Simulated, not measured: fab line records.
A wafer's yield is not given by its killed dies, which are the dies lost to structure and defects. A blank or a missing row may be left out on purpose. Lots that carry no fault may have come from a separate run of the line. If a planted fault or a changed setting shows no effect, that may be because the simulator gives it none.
Check of tool commonality -- flow nand_harc -- 40 wafers sampled across 14 lots

## WHY IT WAS OPENED
On 2 of the 14 lots, a flag is raised at NHARC_A_ONON_D1_THK_MEAS_30 on the reading thk_nm. Fault-free wafers read 999 nm, with a standard deviation of 10.
Rule: a lot is flagged in two cases, either no wafer of it has a number, or all its wafers with numbers fall more than 4 standard deviations from that mean. All remaining lots are regarded as sound.

lot,measured,on,"thk_nm (nm), wafer by wafer",flag
L994,day 8 21:10,film_metro-02,998 998 999,
L995,day 9 05:48,film_metro-01,1017 1017 1018,
L997,day 9 22:25,film_metro-01,1006 1005 1006,
L998,day 10 07:34,film_metro-02,997 999 1000,
L999,day 10 22:15,film_metro-02,990 990 992,
L100,day 10 22:16,film_metro-02,995 995 995,
L101,day 11 16:50,film_metro-02,974 975 975,
L102,day 11 21:25,film_metro-02,1015 1015 1015,
L106,day 13 16:10,film_metro-01,995 995 995,
L109,day 15 06:28,film_metro-02,1519 1519,FLAGGED
L111,day 15 16:35,film_metro-01,1538 1535,FLAGGED
L112,day 15 23:07,film_metro-01,1010 1011 1011,
L114,day 16 22:48,film_metro-01,1006 1006 1006,
L116,day 18 00:11,film_metro-01,993 991 994,
Average over the flagged lots: 1528 nm; offset from the usual +529 nm, equal to +53 standard deviations.

## EACH LOT AND THE TOOL IT RAN ON
Before the reading, the record contains 2 process steps out of a 1302-step route. Every cell lists first the tool, next ch and the chambers used by the sampled wafers, and last the start.
lot,flag,NHARC_A_ZERO_WELL_ETCH_13,NHARC_A_ONON_D1_DEP_28
L994,,"rie_si-01 ch 0,1,3, day 7 10:53","pecvd_onon-03 ch 0, day 8 20:40"
L995,,"rie_si-06 ch 0,2,3, day 7 18:46","pecvd_onon-03 ch 0, day 9 05:17"
L997,,"rie_si-06 ch 0,1,3, day 8 10:57","pecvd_onon-01 ch 0, day 9 21:58"
L998,,"rie_si-01 ch 0,3, day 8 17:21","pecvd_onon-01 ch 0, day 10 07:04"
L999,,"rie_si-02 ch 0,3, day 9 06:05","pecvd_onon-01 ch 0, day 10 21:47"
L100,,"rie_si-02 ch 0,1,3, day 9 13:44","pecvd_onon-04 ch 0, day 10 21:49"
L101,,"rie_si-02 ch 1,2,3, day 10 04:27","pecvd_onon-03 ch 0, day 11 16:23"
L102,,"rie_si-01 ch 0,1,2, day 10 10:46","pecvd_onon-04 ch 0, day 11 20:58"
L106,,"rie_si-01 ch 0,2,3, day 12 03:17","pecvd_onon-03 ch 0, day 13 15:43"
L109,FLAGGED,"rie_si-06 ch 3, day 13 20:31","pecvd_onon-03 ch 0, day 15 06:14"
L111,FLAGGED,"rie_si-02 ch 1, day 14 04:08","pecvd_onon-03 ch 0, day 15 16:18"
L112,,"rie_si-01 ch 0,3, day 14 12:10","pecvd_onon-04 ch 0, day 15 22:37"
L114,,"rie_si-02 ch 0,1,3, day 15 11:29","pecvd_onon-04 ch 0, day 16 22:17"
L116,,"rie_si-02 ch 1,2, day 16 13:55","pecvd_onon-04 ch 0, day 17 23:41"
What these steps do:
- NHARC_A_ZERO_WELL_ETCH_13: etches the open film in HBr/Cl2, target depth 120 nm, time 40.1 s.
- NHARC_A_ONON_D1_DEP_28: target thk 1000 nm.
- NHARC_A_ONON_D1_THK_MEAS_30: measures by ellipsometry.

## FLAGGED AGAINST TOTAL, ONE TOOL AT A TIME (gauges that did the reading follow at the end)
step,tool,lots run,flagged,share of the flagged lots,sound lots run after its first flagged lot
NHARC_A_ZERO_WELL_ETCH_13,rie_si-01,5,0,none,-
NHARC_A_ZERO_WELL_ETCH_13,rie_si-02,6,1,some,"2 (L114,L116)"
NHARC_A_ZERO_WELL_ETCH_13,rie_si-06,3,1,some,0
NHARC_A_ONON_D1_DEP_28,pecvd_onon-01,3,0,none,-
NHARC_A_ONON_D1_DEP_28,pecvd_onon-03,6,2,all,0
NHARC_A_ONON_D1_DEP_28,pecvd_onon-04,5,0,none,-
NHARC_A_ONON_D1_THK_MEAS_30,film_metro-01,7,1,some,"3 (L112,L114,L116)"
NHARC_A_ONON_D1_THK_MEAS_30,film_metro-02,7,1,some,0

## WHAT IS ALLOWED BY THE TABLE
Rows of the table that ran each flagged lot: 1, that is pecvd_onon-03 at NHARC_A_ONON_D1_DEP_28.
- pecvd_onon-03 at NHARC_A_ONON_D1_DEP_28: 2 of its 6 lots flagged. It ran its last sound lot, L106, at day 13 15:43 and its first flagged lot, L109, at day 15 06:14: a fault with its onset between the two fits.
pecvd_onon-03 at NHARC_A_ONON_D1_DEP_28 is the single tool remaining.

## WHAT THE SIMULATOR HAD INSERTED
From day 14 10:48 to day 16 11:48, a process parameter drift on pecvd_onon-03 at NHARC_A_ONON_D1_DEP_28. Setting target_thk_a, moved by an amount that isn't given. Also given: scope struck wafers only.
Shown lots that were struck: L109, L111. This agrees with what the rule above found.
